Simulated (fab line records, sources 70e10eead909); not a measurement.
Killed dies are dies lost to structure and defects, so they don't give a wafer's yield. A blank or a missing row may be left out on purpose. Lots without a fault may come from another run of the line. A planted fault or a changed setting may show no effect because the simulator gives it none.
Which tool did it? | flow nand_harc | 12 lots, 36 wafers sampled, at 4 steps of a route of 1302

WHAT THE GAUGES READ, wafer by wafer
The record holds no reading of a measuring or inspecting step that can be judged against a usual standard deviation.

WHICH TOOL RAN EACH LOT (tool, then ch and the chambers of the sampled wafers, then the start)
lot  | NHARC_A_SGD_CUT_STRIP_28                      | NHARC_A_WL_FILL_RTA_01           | NHARC_A_WL_FILL_ETCHBACK_05       | NHARC_A_WL_FILL_ETCHBACK_17
L950 | rie_diel-03 ch 1,2,3, day 20 11:01 or earlier | rtp_anneal-01 ch 0, day 20 11:01 | rie_metal-01 ch 1, day 20 12:16   | rie_metal-02 ch 0,1, day 20 22:11
L953 | rie_diel-03 ch 1,2,3, day 21 19:29 or earlier | rtp_anneal-01 ch 0, day 21 19:29 | rie_metal-03 ch 0,1, day 21 20:46 | rie_metal-03 ch 0,1, day 22 06:43
L952 | rie_diel-02 ch 0,1,3, day 21 19:30 or earlier | rtp_anneal-02 ch 0, day 21 19:30 | rie_metal-01 ch 0,1, day 21 20:46 | rie_metal-01 ch 0,1, day 22 06:38
L955 | rie_diel-02 ch 1,2, day 22 06:17 or earlier   | rtp_anneal-02 ch 0, day 22 06:17 | rie_metal-01 ch 0,1, day 22 07:32 | rie_metal-02 ch 1, day 22 17:58
L961 | rie_diel-03 ch 1,2, day 25 08:37 or earlier   | rtp_anneal-02 ch 0, day 25 08:37 | rie_metal-02 ch 0,1, day 25 09:53 | rie_metal-03 ch 0,1, day 25 22:16
L962 | rie_diel-08 ch 0,1,3, day 26 02:26 or earlier | rtp_anneal-02 ch 0, day 26 02:26 | rie_metal-02 ch 0,1, day 26 03:44 | rie_metal-01 ch 0,1, day 26 18:56
L968 | rie_diel-08 ch 0,1, day 28 03:46 or earlier   | rtp_anneal-01 ch 0, day 28 03:46 | rie_metal-02 ch 0,1, day 28 04:59 | rie_metal-02 ch 0,1, day 28 14:53
L967 | rie_diel-03 ch 0,1, day 28 03:52 or earlier   | rtp_anneal-01 ch 0, day 28 03:52 | rie_metal-03 ch 0, day 28 05:09   | rie_metal-03 ch 0, day 28 14:52
L969 | rie_diel-02 ch 0,2,3, day 28 14:30 or earlier | rtp_anneal-02 ch 0, day 28 14:30 | rie_metal-01 ch 0,1, day 28 15:44 | rie_metal-01 ch 0,1, day 29 05:05
L970 | rie_diel-08 ch 0,1,3, day 28 18:16 or earlier | rtp_anneal-01 ch 0, day 28 18:16 | rie_metal-03 ch 0,1, day 28 19:29 | rie_metal-02 ch 0,1, day 29 06:51
L972 | rie_diel-02 ch 0,2,3, day 29 07:21 or earlier | rtp_anneal-02 ch 0, day 29 07:21 | rie_metal-03 ch 0,1, day 29 08:41 | rie_metal-01 ch 0,1, day 29 20:44
L973 | rie_diel-03 ch 0,1, day 30 00:41 or earlier   | rtp_anneal-01 ch 0, day 30 00:41 | rie_metal-02 ch 1, day 30 02:13   | rie_metal-03 ch 0,1, day 30 12:50
- NHARC_A_SGD_CUT_STRIP_28: strips in O2, time 20 s.
- NHARC_A_WL_FILL_RTA_01: time 5 s.
- NHARC_A_WL_FILL_ETCHBACK_05: etches the open film in Cl2/BCl3, target depth 22 nm, time 60 s.
- NHARC_A_WL_FILL_ETCHBACK_17: etches the open film in Cl2/BCl3, target depth 4 nm, time 26.7 s.

WHAT THE TOOLS THEMSELVES READ (means of the sampled wafers that have a number; where no wafer has one, the mark that the record gives instead)
NHARC_A_SGD_CUT_STRIP_28. Usual: drypump_motor_current_A 5.56 A, standard deviation 0.26; oes_product_au 1.000 a.u., standard deviation 0.014; rf_vpp_V 57.8 V, standard deviation 0.93; showerhead_plenum_p_Torr 3.49 Torr, standard deviation 0.13; throttle_valve_pct 17.037 %, standard deviation 0.0098.
lot  | tool        | drypump_motor_current_A (A) | oes_product_au (a.u.) | rf_vpp_V (V) | showerhead_plenum_p_Torr (Torr) | throttle_valve_pct (%) | flag
L950 | rie_diel-03 | 5.60                        | 0.990                 | 57.8         | 3.45                            | 17.034                 |
L953 | rie_diel-03 | 5.59                        | 1.004                 | 57.6         | 3.45                            | 17.038                 |
L952 | rie_diel-02 | 5.34                        | 1.015                 | 57.6         | 3.52                            | 17.030                 |
L955 | rie_diel-02 | 5.70                        | 1.006                 | 59.0         | 3.56                            | 17.032                 |
L961 | rie_diel-03 | 5.70                        | 1.011                 | 57.2         | 3.45                            | 17.041                 |
L962 | rie_diel-08 | 5.65                        | 0.998                 | 57.5         | 3.39                            | 17.041                 |
L968 | rie_diel-08 | 5.36                        | 1.001                 | 57.8         | 3.39                            | 17.035                 |
L967 | rie_diel-03 | 5.48                        | 1.005                 | 58.1         | 3.67                            | 17.042                 |
L969 | rie_diel-02 | 5.45                        | 0.993                 | 58.1         | 3.42                            | 17.038                 |
L970 | rie_diel-08 | 5.65                        | 1.000                 | 57.0         | 3.39                            | 17.042                 |
L972 | rie_diel-02 | 5.48                        | 0.996                 | 58.5         | 3.42                            | 17.037                 |
L973 | rie_diel-03 | 5.60                        | 1.010                 | 58.2         | 3.58                            | 17.032                 |

NHARC_A_WL_FILL_RTA_01. Usual: lamp_power_pct 27.4 %, standard deviation 0.97; lamp_zone_1_pct 27.4 %, standard deviation 0.97; lamp_zone_2_pct 27.4 %, standard deviation 0.97; lamp_zone_3_pct 27.4 %, standard deviation 0.98; lamp_zone_4_pct 27.4 %, standard deviation 0.97; lamp_zone_5_pct 27.4 %, standard deviation 0.97; lamp_zone_6_pct 27.3 %, standard deviation 0.97; lamp_zone_7_pct 27.8 %, standard deviation 0.99; wafer_temp_C_max 1003.6, standard deviation 1.2.
lot  | tool          | lamp_power_pct (%) | lamp_zone_1_pct (%) | lamp_zone_2_pct (%) | lamp_zone_3_pct (%) | lamp_zone_4_pct (%) | lamp_zone_5_pct (%) | lamp_zone_6_pct (%) | lamp_zone_7_pct (%) | wafer_temp_C_max | flag
L950 | rtp_anneal-01 | 28.2               | 28.2                | 28.2                | 28.2                | 28.2                | 28.2                | 28.1                | 28.6                | 1002.6           |
L953 | rtp_anneal-01 | 28.2               | 28.2                | 28.1                | 28.1                | 28.1                | 28.1                | 28.1                | 28.6                | 1003.0           |
L952 | rtp_anneal-02 | 26.2               | 26.2                | 26.2                | 26.2                | 26.2                | 26.2                | 26.2                | 26.6                | 1004.9           |
L955 | rtp_anneal-02 | 26.2               | 26.2                | 26.2                | 26.2                | 26.2                | 26.2                | 26.1                | 26.6                | 1004.2           |
L961 | rtp_anneal-02 | 22.9               | 22.9                | 22.9                | 22.9                | 22.9                | 22.9                | 22.9                | 23.4                | 957.1            | OFF
L962 | rtp_anneal-02 | 22.9               | 22.9                | 22.9                | 22.9                | 22.9                | 22.9                | 22.8                | 23.3                | 957.8            | OFF
L968 | rtp_anneal-01 | 28.2               | 28.2                | 28.2                | 28.2                | 28.2                | 28.2                | 28.2                | 28.6                | 1002.3           |
L967 | rtp_anneal-01 | 28.2               | 28.2                | 28.2                | 28.2                | 28.2                | 28.2                | 28.2                | 28.6                | 1003.6           |
L969 | rtp_anneal-02 | 26.2               | 26.2                | 26.2                | 26.2                | 26.2                | 26.2                | 26.2                | 26.6                | 1005.1           |
L970 | rtp_anneal-01 | 28.2               | 28.2                | 28.2                | 28.2                | 28.2                | 28.2                | 28.1                | 28.6                | 1002.0           |
L972 | rtp_anneal-02 | 26.2               | 26.2                | 26.3                | 26.3                | 26.2                | 26.2                | 26.2                | 26.6                | 1005.1           |
L973 | rtp_anneal-01 | 28.2               | 28.2                | 28.2                | 28.2                | 28.2                | 28.2                | 28.1                | 28.7                | 1002.7           |

NHARC_A_WL_FILL_ETCHBACK_05. Usual: drypump_motor_current_A 5.8 A, standard deviation 0.53; oes_product_au 1.000 a.u., standard deviation 0.013.
lot  | tool         | drypump_motor_current_A (A) | oes_product_au (a.u.) | flag
L950 | rie_metal-01 | 6.8                         | 1.010                 |
L953 | rie_metal-03 | 5.3                         | 0.992                 |
L952 | rie_metal-01 | 6.5                         | 1.005                 |
L955 | rie_metal-01 | 6.6                         | 0.999                 |
L961 | rie_metal-02 | 5.6                         | 1.008                 |
L962 | rie_metal-02 | 5.7                         | 1.005                 |
L968 | rie_metal-02 | 5.6                         | 0.986                 |
L967 | rie_metal-03 | 5.1                         | 1.018                 |
L969 | rie_metal-01 | 6.5                         | 0.986                 |
L970 | rie_metal-03 | 5.3                         | 0.998                 |
L972 | rie_metal-03 | 5.3                         | 1.001                 |
L973 | rie_metal-02 | 5.7                         | 0.981                 |

NHARC_A_WL_FILL_ETCHBACK_17. Usual: drypump_motor_current_A 5.9 A, standard deviation 0.57; oes_product_au 1.000 a.u., standard deviation 0.013.
lot  | tool         | drypump_motor_current_A (A) | oes_product_au (a.u.) | flag
L950 | rie_metal-02 | 5.6                         | 1.004                 |
L953 | rie_metal-03 | 5.3                         | 0.992                 |
L952 | rie_metal-01 | 6.6                         | 0.997                 |
L955 | rie_metal-02 | 5.7                         | 0.990                 |
L961 | rie_metal-03 | 5.5                         | 1.001                 |
L962 | rie_metal-01 | 6.6                         | 0.984                 |
L968 | rie_metal-02 | 5.6                         | 1.012                 |
L967 | rie_metal-03 | 5.1                         | 0.998                 |
L969 | rie_metal-01 | 6.6                         | 0.985                 |
L970 | rie_metal-02 | 5.6                         | 1.007                 |
L972 | rie_metal-01 | 6.6                         | 0.992                 |
L973 | rie_metal-03 | 5.5                         | 1.017                 |

THE ANSWER, worked out from the rows above alone
Rule: a lot is off if the mean of its wafers that have a number lies more than 3 standard deviations from the usual mean. A lot without any number at a reading at which 4 lots or more have one is off too. The other lots that the step has rows for count as sound. The gauges are gone through in route order, then the tools' own readings, and for those a lot's mean is taken as printed above. The first step at which some lot is off is used, and at that step the reading that is off furthest; a lot without a number counts as furthest.
Off: L961, L962, at NHARC_A_WL_FILL_RTA_01 (wafer_temp_C_max).
A tool fits if, at that step or a process step before it, it ran every lot that is off, and no sound lot after the first of them. NHARC_A_SGD_CUT_STRIP_28 gives no start for some lots, so the hours and the order of its lots are those of NHARC_A_WL_FILL_RTA_01. None of those tried fits.

WHAT THE SIMULATOR HAD PUT IN
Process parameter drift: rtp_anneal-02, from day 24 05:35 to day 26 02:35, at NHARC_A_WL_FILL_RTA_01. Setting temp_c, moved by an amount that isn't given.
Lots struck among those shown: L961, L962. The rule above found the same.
